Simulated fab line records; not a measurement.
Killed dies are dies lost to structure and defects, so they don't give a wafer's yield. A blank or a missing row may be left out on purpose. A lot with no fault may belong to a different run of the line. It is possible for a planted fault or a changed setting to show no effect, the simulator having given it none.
Comparing a struck lot with a sound one :: flow nand harc :: 15 out of 1159 route steps
Sound: wafers L434.2, L434.4, L434.5. Wafers struck: L423.1, L423.5, L423.6. Last of all comes the cause.
For every step that has rows: the tool of each side, followed by ch and its chambers, followed by its first start. Under that, the readings that differ: sound wafers :: struck wafers :: difference of the means :: sigmas: that difference in standard deviations of wafers without a fault.
alike: readings whose means differ by less than 2 such deviations, and words and numbers that are the same on both sides. not compared: withheld readings, readings that some wafer has no value for, bounds like >300 that may hide the same value, and numbers for which the record gives no deviation and whose values overlap.
The two part at a step that has a row with sigmas, a row that says differs or no value, or rows on one side only. Non-overlapping numbers with no deviation appear without sigmas and do not part them. A reading missing from all wafers of one side parts the sides only when that side holds two or more wafers.

first, 3 steps without rows for these wafers: NHARC_THIN_TSV_EXPOSE_09 (exposes mask TSV); NHARC_THIN_TSV_PEB_10 (peb time 85 s); NHARC_THIN_TSV_DEVELOP_11 (time 70 s).
NHARC_THIN_TSV_CD_MEAS_12: target cd 1000 nm.
  sound on cd sem-03 ch 0, day 23 20:46; struck on cd sem-02 ch 0, day 23 06:17
  alike: cd nm
then, 1 step without rows for these wafers: NHARC_THIN_TSV_HARDBAKE_13 (time 80 s).
NHARC_THIN_TSV_DESCUM_14: chemistry O2, time 3 s.
  sound on rie diel-08 ch 1,2,3, day 23 20:58; struck on rie diel-08 ch 0,2,3, day 23 06:28
  alike: chamber pressure mTorr, drypump motor current A, o2 flow sccm, oes product au, rf vpp V, showerhead plenum p Torr, throttle valve pct
  not compared: rf hours counter h
NHARC_THIN_TSV_ETCH_44: etches the open film in CF4/O2, target depth 1594.2 nm, time 797.1 s.
  sound on rie diel-08 ch 0,2,3, day 23 21:11; struck on rie diel-08 ch 0,3, day 23 06:32
  alike: cf4 flow sccm, chamber pressure mTorr, drypump motor current A, o2 flow sccm, oes product au, rf vpp V, showerhead plenum p Torr, throttle valve pct
  not compared: rf hours counter h
NHARC_THIN_TSV_ETCH_15: target depth 3000 nm, bosch target overetch cycles 2, bosch etch step 2.8 s.
  sound on rie si-06 ch 1,2,3, day 23 21:47; struck on rie si-06 ch 1,2, day 23 07:07
  alike: drypump motor current A
  not compared: rf hours counter h
NHARC_THIN_TSV_CD_MEAS_16:
  sound on cd sem-03 at day 23 21:55; struck on cd sem-01 at day 23 07:15
  alike: cd nm
NHARC_THIN_TSV_STRIP_45: strips in O2.
  sound on plasma asher-02 ch 0,1, day 23 22:00; struck on plasma asher-02 ch 0,1, day 23 07:23
  alike: drypump motor current A, heater power w, rf refl power W
  not compared: rf hours counter h
then, 2 steps without rows for these wafers: NHARC_THIN_TSV_STRIP_46 (strips in post etch residue remover, time 1200 s); NHARC_THIN_TSV_DEP_47 (deposits SiO2, target thk 200 nm).
NHARC_THIN_TSV_ETCHBACK_48: etches the open film in C4F8/Ar, target depth 1028.5 nm, time 405.17 s.
  sound on rie diel-10 ch 1,2, day 23 23:15; struck on rie diel-01 ch 0,1, day 23 08:32
  no value came back on the struck wafers for bias w (W), chamber pressure mTorr (mTorr), oes product au (a.u.), rf vpp V (V); on the sound wafers bias w (W) reads 299.4 298.6 299.6
  not compared: rf hours counter h
NHARC_THIN_TSV_STRIP_62: strips in N2/H2, time 20 s.
  sound on plasma asher-02 ch 0,1, day 23 23:38; struck on plasma asher-01 ch 0,1, day 23 08:54
  alike: drypump motor current A, heater power w, rf refl power W
  not compared: rf hours counter h
NHARC_END_SORT_01:
  sound on prober-02 ch 0, day 26 03:17; struck on prober-02 ch 0, day 24 03:44
reading: defect limited yield (%)
sound: 95.3 95.6 93.9
struck: 0 0 0
difference: -95
sigmas: -56

reading: killed at other
sound: 3 0 2
struck: 656 659 668
difference: +659
sigmas: +99 or more

reading: killed dies
sound: 32 30 41
struck: 677 677 677
difference: +643
sigmas: +54

reading: sort_bin_2_pct (%)
sound: 1.8 1.9 1.8
struck: 97.2 98.2 99.1
difference: +96.3
sigmas: +99 or more

reading: sort n pass
sound: 645 647 636
struck: 0 0 0
difference: -643
sigmas: -54

reading: sort rim yield pct (%)
sound: 99.1 99.1 98.1
struck: 0 0 0
difference: -99
sigmas: -55

reading: sort yield pct (%)
sound: 95.3 95.6 93.9
struck: 0 0 0
difference: -95
sigmas: -56
  alike: killed at array, killed at periphery, killed open, killed short, sort_bin_3_pct, sort_bin_4_pct

WHERE THEY PART
At NHARC_THIN_TSV_ETCHBACK_48 first; at NHARC_END_SORT_01 last (within this record only).

WHY: what the simulator had put in
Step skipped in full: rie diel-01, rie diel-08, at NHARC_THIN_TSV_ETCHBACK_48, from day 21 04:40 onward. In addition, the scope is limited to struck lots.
